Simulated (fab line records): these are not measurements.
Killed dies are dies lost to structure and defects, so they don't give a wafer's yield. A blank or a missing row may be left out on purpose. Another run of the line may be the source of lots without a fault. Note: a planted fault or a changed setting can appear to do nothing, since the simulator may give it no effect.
Which tool did it? :: flow n5 finfet :: Sampling: 24 lots, 72 wafers, 6 of 1938 route steps

## WHAT EACH GAUGE READ, for each wafer
N5_BEOL_M5_INSPECT_58: inspects for defects (darkfield).
lot: L074
measured: day 8 05:23
on: defect inspect-01
raw defect count: 45 92 50

lot: L075
measured: day 9 09:19
on: defect inspect-02
raw defect count: 88 69 62

lot: L076
measured: day 9 13:20
on: defect inspect-01
raw defect count: 46 33 32

lot: L077
measured: day 9 16:18
on: defect inspect-02
raw defect count: 75 56 92

lot: L078
measured: day 9 23:50
on: defect inspect-01
raw defect count: 113 72 54

lot: L080
measured: day 10 12:42
on: defect inspect-02
raw defect count: 82 110 82

lot: L079
measured: day 10 13:35
on: defect inspect-01
raw defect count: 41 35 41

lot: L082
measured: day 10 18:56
on: defect inspect-02
raw defect count: 49 75 53

lot: L081
measured: day 10 22:55
on: defect inspect-02
raw defect count: 104 53 55

lot: L085
measured: day 10 23:11
on: defect inspect-01
raw defect count: 64 70 77

lot: L083
measured: day 11 13:01
on: defect inspect-01
raw defect count: 48 37 44

lot: L084
measured: day 11 16:56
on: defect inspect-01
raw defect count: 60 87 80

lot: L086
measured: day 11 21:21
on: defect inspect-02
raw defect count: 55 44 62

lot: L088
measured: day 11 21:23
on: defect inspect-02
raw defect count: 77 91 57

lot: L087
measured: day 11 21:37
on: defect inspect-01
raw defect count: 73 110 58

lot: L089
measured: day 12 12:54
on: defect inspect-02
raw defect count: 56 92 48

lot: L090
measured: day 13 00:01
on: defect inspect-02
raw defect count: 51 69 106

lot: L093
measured: day 13 12:36
on: defect inspect-02
raw defect count: 50 44 65

lot: L091
measured: day 13 05:10
on: defect inspect-01
raw defect count: 50 32 49

lot: L094
measured: day 13 14:40
on: defect inspect-02
raw defect count: 106 69 72

lot: L092
measured: day 13 15:52
on: defect inspect-01
raw defect count: 34 39 36

lot: L095
measured: day 14 17:24
on: defect inspect-02
raw defect count: 98 94 140

lot: L097
measured: day 14 18:03
on: defect inspect-02
raw defect count: 85 52 82

lot: L096
measured: day 15 00:09
on: defect inspect-02
raw defect count: 72 87 86

## WHICH TOOL RAN EACH LOT (tool, then ch and the chambers of the sampled wafers, then the start)
lot: L074
N5_BEOL_M5_ETCH_67: rie diel-03 ch 0,2,3, day 7 22:25
N5_BEOL_M5_CURE_80: uv cure-02 ch 0, day 7 23:02
N5_BEOL_M5_ALD_86: ald metal-03 ch 0,2,3, day 7 23:25
N5_BEOL_M5_SPUTTER_81: pvd sputter-03, day 8 01:03
N5_BEOL_M5_CMP_52: cmp-01 ch 0,1,2, day 8 04:53

lot: L075
N5_BEOL_M5_ETCH_67: rie diel-03 ch 0,1,3, day 9 02:01
N5_BEOL_M5_CURE_80: uv cure-01 ch 1, day 9 02:37
N5_BEOL_M5_ALD_86: ald metal-01 ch 0,3, day 9 03:18
N5_BEOL_M5_SPUTTER_81: pvd sputter-02, day 9 04:58
N5_BEOL_M5_CMP_52: cmp-04 ch 1,3, day 9 08:46

lot: L076
N5_BEOL_M5_ETCH_67: rie diel-04 ch 1,2, day 9 05:50
N5_BEOL_M5_CURE_80: uv cure-02 ch 1, day 9 06:30
N5_BEOL_M5_ALD_86: ald metal-01 ch 1,2, day 9 07:08
N5_BEOL_M5_SPUTTER_81: pvd sputter-01, day 9 08:59
N5_BEOL_M5_CMP_52: cmp-01 ch 0,1, day 9 12:44

lot: L077
N5_BEOL_M5_ETCH_67: rie diel-02 ch 0,3, day 9 08:18
N5_BEOL_M5_CURE_80: uv cure-01 ch 1, day 9 08:55
N5_BEOL_M5_ALD_86: ald metal-03 ch 1,2, day 9 10:08
N5_BEOL_M5_SPUTTER_81: pvd sputter-03, day 9 11:58
N5_BEOL_M5_CMP_52: cmp-04 ch 1,2, day 9 15:43

lot: L078
N5_BEOL_M5_ETCH_67: rie diel-04 ch 1,3, day 9 15:23
N5_BEOL_M5_CURE_80: uv cure-02 ch 0, day 9 15:58
N5_BEOL_M5_ALD_86: ald metal-02 ch 0,1,2, day 9 16:29
N5_BEOL_M5_SPUTTER_81: pvd sputter-03, day 9 19:28
N5_BEOL_M5_CMP_52: cmp-04 ch 1,2,3, day 9 23:15

lot: L080
N5_BEOL_M5_ETCH_67: rie diel-02 ch 2,3, day 10 03:50
N5_BEOL_M5_CURE_80: uv cure-01 ch 1, day 10 04:28
N5_BEOL_M5_ALD_86: ald metal-03 ch 0,3, day 10 06:44
N5_BEOL_M5_SPUTTER_81: pvd sputter-03, day 10 08:20
N5_BEOL_M5_CMP_52: cmp-01 ch 0,1,2, day 10 12:08

lot: L079
N5_BEOL_M5_ETCH_67: rie diel-04 ch 0,2,3, day 10 06:32
N5_BEOL_M5_CURE_80: uv cure-01 ch 2, day 10 07:05
N5_BEOL_M5_ALD_86: ald metal-01 ch 0,1,2, day 10 07:31
N5_BEOL_M5_SPUTTER_81: pvd sputter-02, day 10 09:11
N5_BEOL_M5_CMP_52: cmp-03 ch 0,2,3, day 10 12:58

lot: L082
N5_BEOL_M5_ETCH_67: rie diel-03 ch 0,2,3, day 10 11:32
N5_BEOL_M5_CURE_80: uv cure-03 ch 2, day 10 12:15
N5_BEOL_M5_ALD_86: ald metal-01 ch 0,1,3, day 10 12:38
N5_BEOL_M5_SPUTTER_81: pvd sputter-01, day 10 14:22
N5_BEOL_M5_CMP_52: cmp-01 ch 0,1,3, day 10 18:19

lot: L081
N5_BEOL_M5_ETCH_67: rie diel-04 ch 0,2, day 10 15:35
N5_BEOL_M5_CURE_80: uv cure-01 ch 0, day 10 16:18
N5_BEOL_M5_ALD_86: ald metal-02 ch 1,2,3, day 10 16:50
N5_BEOL_M5_SPUTTER_81: pvd sputter-03, day 10 18:34
N5_BEOL_M5_CMP_52: cmp-03 ch 1,2, day 10 22:20

lot: L085
N5_BEOL_M5_ETCH_67: rie diel-02 ch 0,2, day 10 15:44
N5_BEOL_M5_CURE_80: uv cure-03 ch 2, day 10 16:22
N5_BEOL_M5_ALD_86: ald metal-01 ch 2,3, day 10 17:01
N5_BEOL_M5_SPUTTER_81: pvd sputter-02, day 10 18:45
N5_BEOL_M5_CMP_52: cmp-01 ch 0,1, day 10 22:38

lot: L083
N5_BEOL_M5_ETCH_67: rie diel-04 ch 0,2,3, day 11 05:45
N5_BEOL_M5_CURE_80: uv cure-01 ch 1, day 11 06:28
N5_BEOL_M5_ALD_86: ald metal-01 ch 0,1,2, day 11 06:56
N5_BEOL_M5_SPUTTER_81: pvd sputter-03, day 11 08:40
N5_BEOL_M5_CMP_52: cmp-04 ch 2,3, day 11 12:26

lot: L084
N5_BEOL_M5_ETCH_67: rie diel-02 ch 0,1, day 11 09:28
N5_BEOL_M5_CURE_80: uv cure-02 ch 1, day 11 10:07
N5_BEOL_M5_ALD_86: ald metal-02 ch 0,1,2, day 11 10:50
N5_BEOL_M5_SPUTTER_81: pvd sputter-02, day 11 12:35
N5_BEOL_M5_CMP_52: cmp-04 ch 1,2,3, day 11 16:20

lot: L086
N5_BEOL_M5_ETCH_67: rie diel-02 ch 0,1,2, day 11 13:47
N5_BEOL_M5_CURE_80: uv cure-01 ch 2, day 11 14:21
N5_BEOL_M5_ALD_86: ald metal-01 ch 2,3, day 11 15:27
N5_BEOL_M5_SPUTTER_81: pvd sputter-03, day 11 17:01
N5_BEOL_M5_CMP_52: cmp-01 ch 1,3, day 11 20:48

lot: L088
N5_BEOL_M5_ETCH_67: rie diel-04 ch 0,2,3, day 11 13:58
N5_BEOL_M5_CURE_80: uv cure-03 ch 1, day 11 14:35
N5_BEOL_M5_ALD_86: ald metal-02 ch 1,2, day 11 15:28
N5_BEOL_M5_SPUTTER_81: pvd sputter-02, day 11 17:02
N5_BEOL_M5_CMP_52: cmp-03 ch 1,2,3, day 11 20:48

lot: L087
N5_BEOL_M5_ETCH_67: rie diel-02 ch 1,2,3, day 11 14:25
N5_BEOL_M5_CURE_80: uv cure-02 ch 1, day 11 14:58
N5_BEOL_M5_ALD_86: ald metal-01 ch 0,2, day 11 15:39
N5_BEOL_M5_SPUTTER_81: pvd sputter-01, day 11 17:14
N5_BEOL_M5_CMP_52: cmp-04 ch 2,3, day 11 21:02

lot: L089
N5_BEOL_M5_ETCH_67: rie diel-04 ch 0,1,3, day 12 04:34
N5_BEOL_M5_CURE_80: uv cure-03 ch 1, day 12 05:17
N5_BEOL_M5_ALD_86: ald metal-01 ch 0,3, day 12 06:58
N5_BEOL_M5_SPUTTER_81: pvd sputter-03, day 12 08:34
N5_BEOL_M5_CMP_52: cmp-01 ch 1,2, day 12 12:19

lot: L090
N5_BEOL_M5_ETCH_67: rie diel-03 ch 0,1, day 12 15:56
N5_BEOL_M5_CURE_80: uv cure-01 ch 2, day 12 16:31
N5_BEOL_M5_ALD_86: ald metal-03 ch 0,1,3, day 12 17:07
N5_BEOL_M5_SPUTTER_81: pvd sputter-02, day 12 19:41
N5_BEOL_M5_CMP_52: cmp-01 ch 0,3, day 12 23:26

lot: L093
N5_BEOL_M5_ETCH_67: rie diel-03 ch 0,3, day 12 21:20
N5_BEOL_M5_CURE_80: uv cure-03 ch 0, day 12 21:58
N5_BEOL_M5_ALD_86: ald metal-03 ch 0,1,3, day 12 22:44
N5_BEOL_M5_SPUTTER_81: pvd sputter-03, day 13 08:16
N5_BEOL_M5_CMP_52: cmp-03 ch 1,3, day 13 12:01

lot: L091
N5_BEOL_M5_ETCH_67: rie diel-02 ch 0,1,3, day 12 21:41
N5_BEOL_M5_CURE_80: uv cure-02 ch 2, day 12 22:21
N5_BEOL_M5_ALD_86: ald metal-01 ch 0,1,3, day 12 23:10
N5_BEOL_M5_SPUTTER_81: pvd sputter-02, day 13 00:47
N5_BEOL_M5_CMP_52: cmp-01 ch 0,3, day 13 04:37

lot: L094
N5_BEOL_M5_ETCH_67: rie diel-02 ch 1,2, day 13 07:00
N5_BEOL_M5_CURE_80: uv cure-02 ch 2, day 13 08:03
N5_BEOL_M5_ALD_86: ald metal-02 ch 2,3, day 13 08:47
N5_BEOL_M5_SPUTTER_81: pvd sputter-01, day 13 10:20
N5_BEOL_M5_CMP_52: cmp-03 ch 1,2,3, day 13 14:13

lot: L092
N5_BEOL_M5_ETCH_67: rie diel-02 ch 0,2, day 13 07:44
N5_BEOL_M5_CURE_80: uv cure-02 ch 2, day 13 08:45
N5_BEOL_M5_ALD_86: ald metal-03 ch 1,2,3, day 13 09:32
N5_BEOL_M5_SPUTTER_81: pvd sputter-02, day 13 11:31
N5_BEOL_M5_CMP_52: cmp-03 ch 0,2,3, day 13 15:19

lot: L095
N5_BEOL_M5_ETCH_67: rie diel-04 ch 2,3, day 14 08:32
N5_BEOL_M5_CURE_80: uv cure-02 ch 2, day 14 09:06
N5_BEOL_M5_ALD_86: ald metal-01 ch 0,2,3, day 14 11:28
N5_BEOL_M5_SPUTTER_81: pvd sputter-03, day 14 13:04
N5_BEOL_M5_CMP_52: cmp-01 ch 0,1,2, day 14 16:52

lot: L097
N5_BEOL_M5_ETCH_67: rie diel-04 ch 1,2, day 14 10:53
N5_BEOL_M5_CURE_80: uv cure-03 ch 0, day 14 11:29
N5_BEOL_M5_ALD_86: ald metal-01 ch 1,2,3, day 14 11:53
N5_BEOL_M5_SPUTTER_81: pvd sputter-01, day 14 13:31
N5_BEOL_M5_CMP_52: cmp-03 ch 1,3, day 14 17:28

lot: L096
N5_BEOL_M5_ETCH_67: rie diel-02 ch 0,1, day 14 16:22
N5_BEOL_M5_CURE_80: uv cure-03 ch 0, day 14 17:08
N5_BEOL_M5_ALD_86: ald metal-02 ch 0,2,3, day 14 17:54
N5_BEOL_M5_SPUTTER_81: pvd sputter-01, day 14 19:35
N5_BEOL_M5_CMP_52: cmp-04 ch 0,1,2, day 14 23:28
- N5_BEOL_M5_ETCH_67: etches SiARC in CF4, target depth 15.6 nm, time 26 s.
- N5_BEOL_M5_CURE_80: cures SiCOH lowk, time 120 s.
- N5_BEOL_M5_ALD_86: deposits TaN, pulse time 2 s, purge time 3 s, co reactant purge time 2 s.
- N5_BEOL_M5_SPUTTER_81: material Cu, target thk 15 nm, time 27.62 s.
- N5_BEOL_M5_CMP_52: polishes, stops on SiCOH lowk, t overpolish 6.9 s, target thk 62 nm.

## AS READ BY THE TOOLS THEMSELVES (means over the sampled wafers that have a number; for cases with no such wafer, the mark the record gives instead)
N5_BEOL_M5_ETCH_67.
lot: L074
tool: rie diel-03
drypump motor current A (A): 5.8
etch rf on time s (s): 26.1
oes product au (a.u.): 0.66
rf vpp V (V): 184.5
showerhead plenum p Torr (Torr): 2.12
throttle valve pct (%): 15.58

lot: L075
tool: rie diel-03
drypump motor current A (A): 5.7
etch rf on time s (s): 26.1
oes product au (a.u.): 0.66
rf vpp V (V): 183.7
showerhead plenum p Torr (Torr): 2.15
throttle valve pct (%): 15.49

lot: L076
tool: rie diel-04
drypump motor current A (A): 5.4
etch rf on time s (s): 26.9
oes product au (a.u.): 0.58
rf vpp V (V): 184.0
showerhead plenum p Torr (Torr): 2.17
throttle valve pct (%): 15.72

lot: L077
tool: rie diel-02
drypump motor current A (A): 5.1
etch rf on time s (s): 25.6
oes product au (a.u.): 0.70
rf vpp V (V): 183.0
showerhead plenum p Torr (Torr): 2.09
throttle valve pct (%): 15.76

lot: L078
tool: rie diel-04
drypump motor current A (A): 5.6
etch rf on time s (s): 26.9
oes product au (a.u.): 0.61
rf vpp V (V): 184.2
showerhead plenum p Torr (Torr): 2.22
throttle valve pct (%): 15.70

lot: L080
tool: rie diel-02
drypump motor current A (A): 5.2
etch rf on time s (s): 25.3
oes product au (a.u.): 0.64
rf vpp V (V): 182.9
showerhead plenum p Torr (Torr): 2.08
throttle valve pct (%): 15.98

lot: L079
tool: rie diel-04
drypump motor current A (A): 5.9
etch rf on time s (s): 26.5
oes product au (a.u.): 0.64
rf vpp V (V): 184.4
showerhead plenum p Torr (Torr): 2.15
throttle valve pct (%): 15.70

lot: L082
tool: rie diel-03
drypump motor current A (A): 5.8
etch rf on time s (s): 26.6
oes product au (a.u.): 0.65
rf vpp V (V): 183.6
showerhead plenum p Torr (Torr): 2.11
throttle valve pct (%): 15.59

lot: L081
tool: rie diel-04
drypump motor current A (A): 5.6
etch rf on time s (s): 26.2
oes product au (a.u.): 0.60
rf vpp V (V): 182.9
showerhead plenum p Torr (Torr): 2.06
throttle valve pct (%): 15.78

lot: L085
tool: rie diel-02
drypump motor current A (A): 5.8
etch rf on time s (s): 26.4
oes product au (a.u.): 0.69
rf vpp V (V): 184.1
showerhead plenum p Torr (Torr): 2.16
throttle valve pct (%): 15.67

lot: L083
tool: rie diel-04
drypump motor current A (A): 5.9
etch rf on time s (s): 26.3
oes product au (a.u.): 0.64
rf vpp V (V): 184.0
showerhead plenum p Torr (Torr): 2.14
throttle valve pct (%): 15.72

lot: L084
tool: rie diel-02
drypump motor current A (A): 6.1
etch rf on time s (s): 26.0
oes product au (a.u.): 0.80
rf vpp V (V): 183.3
showerhead plenum p Torr (Torr): 2.13
throttle valve pct (%): 15.25

lot: L086
tool: rie diel-02
drypump motor current A (A): 6.0
etch rf on time s (s): 25.7
oes product au (a.u.): 0.75
rf vpp V (V): 183.7
showerhead plenum p Torr (Torr): 2.14
throttle valve pct (%): 15.47

lot: L088
tool: rie diel-04
drypump motor current A (A): 5.9
etch rf on time s (s): 26.3
oes product au (a.u.): 0.64
rf vpp V (V): 184.3
showerhead plenum p Torr (Torr): 2.14
throttle valve pct (%): 15.73

lot: L087
tool: rie diel-02
drypump motor current A (A): 5.7
etch rf on time s (s): 25.4
oes product au (a.u.): 0.69
rf vpp V (V): 183.3
showerhead plenum p Torr (Torr): 2.09
throttle valve pct (%): 15.72

lot: L089
tool: rie diel-04
drypump motor current A (A): 5.7
etch rf on time s (s): 26.4
oes product au (a.u.): 0.70
rf vpp V (V): 184.2
showerhead plenum p Torr (Torr): 2.16
throttle valve pct (%): 15.58

lot: L090
tool: rie diel-03
drypump motor current A (A): 5.8
etch rf on time s (s): 26.2
oes product au (a.u.): 0.68
rf vpp V (V): 183.3
showerhead plenum p Torr (Torr): 2.10
throttle valve pct (%): 15.42

lot: L093
tool: rie diel-03
drypump motor current A (A): 5.6
etch rf on time s (s): 26.3
oes product au (a.u.): 0.62
rf vpp V (V): 184.2
showerhead plenum p Torr (Torr): 2.16
throttle valve pct (%): 15.62

lot: L091
tool: rie diel-02
drypump motor current A (A): 5.6
etch rf on time s (s): 25.5
oes product au (a.u.): 0.73
rf vpp V (V): 182.7
showerhead plenum p Torr (Torr): 2.10
throttle valve pct (%): 15.53

lot: L094
tool: rie diel-02
drypump motor current A (A): 6.2
etch rf on time s (s): 25.9
oes product au (a.u.): 0.73
rf vpp V (V): 183.6
showerhead plenum p Torr (Torr): 2.11
throttle valve pct (%): 15.48

lot: L092
tool: rie diel-02
drypump motor current A (A): 5.7
etch rf on time s (s): 25.9
oes product au (a.u.): 0.72
rf vpp V (V): 184.7
showerhead plenum p Torr (Torr): 2.16
throttle valve pct (%): 15.51

lot: L095
tool: rie diel-04
drypump motor current A (A): 6.1
etch rf on time s (s): 26.7
oes product au (a.u.): 0.65
rf vpp V (V): 184.3
showerhead plenum p Torr (Torr): 2.21
throttle valve pct (%): 15.69

lot: L097
tool: rie diel-04
drypump motor current A (A): 5.4
etch rf on time s (s): 26.4
oes product au (a.u.): 0.71
rf vpp V (V): 184.2
showerhead plenum p Torr (Torr): 2.16
throttle valve pct (%): 15.45

lot: L096
tool: rie diel-02
drypump motor current A (A): 5.9
etch rf on time s (s): 26.4
oes product au (a.u.): 0.75
rf vpp V (V): 183.8
showerhead plenum p Torr (Torr): 2.15
throttle valve pct (%): 15.30

N5_BEOL_M5_CURE_80.
lot: L074
tool: uv cure-02
lamp power pct (%): 52.30
wafer_temp_C_max: 371.3

lot: L075
tool: uv cure-01
lamp power pct (%): 52.37
wafer_temp_C_max: 373.3

lot: L076
tool: uv cure-02
lamp power pct (%): 52.32
wafer_temp_C_max: 372.6

lot: L077
tool: uv cure-01
lamp power pct (%): 52.30
wafer_temp_C_max: 373.3

lot: L078
tool: uv cure-02
lamp power pct (%): 52.35
wafer_temp_C_max: 370.8

lot: L080
tool: uv cure-01
lamp power pct (%): 52.32
wafer_temp_C_max: 373.1

lot: L079
tool: uv cure-01
lamp power pct (%): 52.33
wafer_temp_C_max: 371.5

lot: L082
tool: uv cure-03
lamp power pct (%): 52.30
wafer_temp_C_max: 371.7

lot: L081
tool: uv cure-01
lamp power pct (%): 52.31
wafer_temp_C_max: 373.2

lot: L085
tool: uv cure-03
lamp power pct (%): 52.39
wafer_temp_C_max: 371.6

lot: L083
tool: uv cure-01
lamp power pct (%): 52.31
wafer_temp_C_max: 373.0

lot: L084
tool: uv cure-02
lamp power pct (%): 52.29
wafer_temp_C_max: 372.1

lot: L086
tool: uv cure-01
lamp power pct (%): 52.32
wafer_temp_C_max: 372.3

lot: L088
tool: uv cure-03
lamp power pct (%): 52.27
wafer_temp_C_max: 372.5

lot: L087
tool: uv cure-02
lamp power pct (%): 52.28
wafer_temp_C_max: 372.2

lot: L089
tool: uv cure-03
lamp power pct (%): 52.35
wafer_temp_C_max: 372.8

lot: L090
tool: uv cure-01
lamp power pct (%): 52.29
wafer_temp_C_max: 371.7

lot: L093
tool: uv cure-03
lamp power pct (%): 52.27
wafer_temp_C_max: 372.7

lot: L091
tool: uv cure-02
lamp power pct (%): 52.29
wafer_temp_C_max: 371.0

lot: L094
tool: uv cure-02
lamp power pct (%): 52.32
wafer_temp_C_max: 371.0

lot: L092
tool: uv cure-02
lamp power pct (%): 52.29
wafer_temp_C_max: 371.0

lot: L095
tool: uv cure-02
lamp power pct (%): 52.33
wafer_temp_C_max: 371.2

lot: L097
tool: uv cure-03
lamp power pct (%): 52.34
wafer_temp_C_max: 372.6

lot: L096
tool: uv cure-03
lamp power pct (%): 52.32
wafer_temp_C_max: 372.8

N5_BEOL_M5_ALD_86.
lot: L074
tool: ald metal-03
heater power w (W): 413

lot: L075
tool: ald metal-01
heater power w (W): 407

lot: L076
tool: ald metal-01
heater power w (W): 370

lot: L077
tool: ald metal-03
heater power w (W): 435

lot: L078
tool: ald metal-02
heater power w (W): 417

lot: L080
tool: ald metal-03
heater power w (W): 437

lot: L079
tool: ald metal-01
heater power w (W): 381

lot: L082
tool: ald metal-01
heater power w (W): 398

lot: L081
tool: ald metal-02
heater power w (W): 410

lot: L085
tool: ald metal-01
heater power w (W): 386

lot: L083
tool: ald metal-01
heater power w (W): 379

lot: L084
tool: ald metal-02
heater power w (W): 425

lot: L086
tool: ald metal-01
heater power w (W): 403

lot: L088
tool: ald metal-02
heater power w (W): 431

lot: L087
tool: ald metal-01
heater power w (W): 394

lot: L089
tool: ald metal-01
heater power w (W): 406

lot: L090
tool: ald metal-03
heater power w (W): 448

lot: L093
tool: ald metal-03
heater power w (W): 448

lot: L091
tool: ald metal-01
heater power w (W): 403

lot: L094
tool: ald metal-02
heater power w (W): 396

lot: L092
tool: ald metal-03
heater power w (W): 431

lot: L095
tool: ald metal-01
heater power w (W): 398

lot: L097
tool: ald metal-01
heater power w (W): 381

lot: L096
tool: ald metal-02
heater power w (W): 411

N5_BEOL_M5_SPUTTER_81.
lot: L074
tool: pvd sputter-03
throttle valve pct (%): 30.2

lot: L075
tool: pvd sputter-02
throttle valve pct (%): 28.6

lot: L076
tool: pvd sputter-01
throttle valve pct (%): 29.7

lot: L077
tool: pvd sputter-03
throttle valve pct (%): 29.7

lot: L078
tool: pvd sputter-03
throttle valve pct (%): 30.1

lot: L080
tool: pvd sputter-03
throttle valve pct (%): 29.9

lot: L079
tool: pvd sputter-02
throttle valve pct (%): 30.1

lot: L082
tool: pvd sputter-01
throttle valve pct (%): 30.6

lot: L081
tool: pvd sputter-03
throttle valve pct (%): 30.4

lot: L085
tool: pvd sputter-02
throttle valve pct (%): 29.8

lot: L083
tool: pvd sputter-03
throttle valve pct (%): 30.2

lot: L084
tool: pvd sputter-02
throttle valve pct (%): 30.2

lot: L086
tool: pvd sputter-03
throttle valve pct (%): 30.3

lot: L088
tool: pvd sputter-02
throttle valve pct (%): 30.8

lot: L087
tool: pvd sputter-01
throttle valve pct (%): 30.9

lot: L089
tool: pvd sputter-03
throttle valve pct (%): 30.4

lot: L090
tool: pvd sputter-02
throttle valve pct (%): 29.2

lot: L093
tool: pvd sputter-03
throttle valve pct (%): 30.4

lot: L091
tool: pvd sputter-02
throttle valve pct (%): 29.3

lot: L094
tool: pvd sputter-01
throttle valve pct (%): 30.2

lot: L092
tool: pvd sputter-02
throttle valve pct (%): 29.4

lot: L095
tool: pvd sputter-03
throttle valve pct (%): 30.3

lot: L097
tool: pvd sputter-01
throttle valve pct (%): 31.0

lot: L096
tool: pvd sputter-01
throttle valve pct (%): 30.6

N5_BEOL_M5_CMP_52.
lot: L074
tool: cmp-01
barrier field endpoint s (s): 24.6
motor current A (A): 6.5
overpolish run s (s): 6.908
platen rpm (rpm): 49.99
time to endpoint s (s): 63.2

lot: L075
tool: cmp-04
barrier field endpoint s (s): 24.5
motor current A (A): 6.7
overpolish run s (s): 6.902
platen rpm (rpm): 50.01
time to endpoint s (s): 62.5

lot: L076
tool: cmp-01
barrier field endpoint s (s): 24.5
motor current A (A): 5.8
overpolish run s (s): 6.911
platen rpm (rpm): 49.96
time to endpoint s (s): 60.9

lot: L077
tool: cmp-04
barrier field endpoint s (s): 24.9
motor current A (A): 5.9
overpolish run s (s): 6.901
platen rpm (rpm): 50.01
time to endpoint s (s): 63.4

lot: L078
tool: cmp-04
barrier field endpoint s (s): 24.8
motor current A (A): 6.2
overpolish run s (s): 6.889
platen rpm (rpm): 49.98
time to endpoint s (s): 64.0

lot: L080
tool: cmp-01
barrier field endpoint s (s): 24.3
motor current A (A): 6.2
overpolish run s (s): 6.910
platen rpm (rpm): 49.98
time to endpoint s (s): 62.6

lot: L079
tool: cmp-03
barrier field endpoint s (s): 24.9
motor current A (A): 5.9
overpolish run s (s): 6.895
platen rpm (rpm): 49.98
time to endpoint s (s): 62.5

lot: L082
tool: cmp-01
barrier field endpoint s (s): 24.4
motor current A (A): 6.1
overpolish run s (s): 6.900
platen rpm (rpm): 50.03
time to endpoint s (s): 63.1

lot: L081
tool: cmp-03
barrier field endpoint s (s): 24.7
motor current A (A): 5.3
overpolish run s (s): 6.901
platen rpm (rpm): 50.00
time to endpoint s (s): 65.9

lot: L085
tool: cmp-01
barrier field endpoint s (s): 24.5
motor current A (A): 6.0
overpolish run s (s): 6.904
platen rpm (rpm): 50.02
time to endpoint s (s): 61.9

lot: L083
tool: cmp-04
barrier field endpoint s (s): 25.0
motor current A (A): 6.1
overpolish run s (s): 6.902
platen rpm (rpm): 49.99
time to endpoint s (s): 62.5

lot: L084
tool: cmp-04
barrier field endpoint s (s): 25.6
motor current A (A): 6.3
overpolish run s (s): 6.890
platen rpm (rpm): 50.02
time to endpoint s (s): 64.4

lot: L086
tool: cmp-01
barrier field endpoint s (s): 23.9
motor current A (A): 6.3
overpolish run s (s): 6.895
platen rpm (rpm): 49.98
time to endpoint s (s): 59.4

lot: L088
tool: cmp-03
barrier field endpoint s (s): 25.2
motor current A (A): 5.4
overpolish run s (s): 6.899
platen rpm (rpm): 49.99
time to endpoint s (s): 64.3

lot: L087
tool: cmp-04
barrier field endpoint s (s): 24.4
motor current A (A): 6.1
overpolish run s (s): 6.901
platen rpm (rpm): 50.00
time to endpoint s (s): 64.7

lot: L089
tool: cmp-01
barrier field endpoint s (s): 24.7
motor current A (A): 6.7
overpolish run s (s): 6.904
platen rpm (rpm): 49.94
time to endpoint s (s): 59.4

lot: L090
tool: cmp-01
barrier field endpoint s (s): 24.2
motor current A (A): 6.0
overpolish run s (s): 6.902
platen rpm (rpm): 49.99
time to endpoint s (s): 61.0

lot: L093
tool: cmp-03
barrier field endpoint s (s): 24.5
motor current A (A): 5.5
overpolish run s (s): 6.906
platen rpm (rpm): 50.00
time to endpoint s (s): 65.0

lot: L091
tool: cmp-01
barrier field endpoint s (s): 25.1
motor current A (A): 5.7
overpolish run s (s): 6.901
platen rpm (rpm): 50.00
time to endpoint s (s): 61.6

lot: L094
tool: cmp-03
barrier field endpoint s (s): 24.6
motor current A (A): 5.4
overpolish run s (s): 6.902
platen rpm (rpm): 49.99
time to endpoint s (s): 62.7

lot: L092
tool: cmp-03
barrier field endpoint s (s): 24.9
motor current A (A): 5.9
overpolish run s (s): 6.900
platen rpm (rpm): 49.99
time to endpoint s (s): 65.3

lot: L095
tool: cmp-01
barrier field endpoint s (s): 23.8
motor current A (A): 6.4
overpolish run s (s): 6.901
platen rpm (rpm): 50.01
time to endpoint s (s): 59.4

lot: L097
tool: cmp-03
barrier field endpoint s (s): 24.6
motor current A (A): 5.3
overpolish run s (s): 6.897
platen rpm (rpm): 49.98
time to endpoint s (s): 63.2

lot: L096
tool: cmp-04
barrier field endpoint s (s): 25.4
motor current A (A): 6.2
overpolish run s (s): 6.896
platen rpm (rpm): 50.03
time to endpoint s (s): 63.8

## THE ANSWER, worked out from the rows above alone
Rule: usual is defined by the lots themselves. Put in order of their means at a reading, lots are off if they are a third of the lots or fewer, leave a main group of 4 or more, and stand apart from it by a gap of 3 or more times the standard deviation of the main group's means; of several such gaps the widest counts. The tables above print the reading to a certain number of digits; a main group whose means all agree to those digits is not used. Also off: a lot with no number at a reading for which 4 or more lots have one. All remaining lots with rows at the step are treated as sound. The gauges are gone through in route order, then the tools' own readings, and for those a lot's mean is taken as printed above. The first step at which some lot is off is used, and at that step the reading that is off furthest; a lot without a number counts as furthest.
None of the lots is off at any reading shown; this tells nothing.

## WHAT WAS PUT IN BY THE SIMULATOR
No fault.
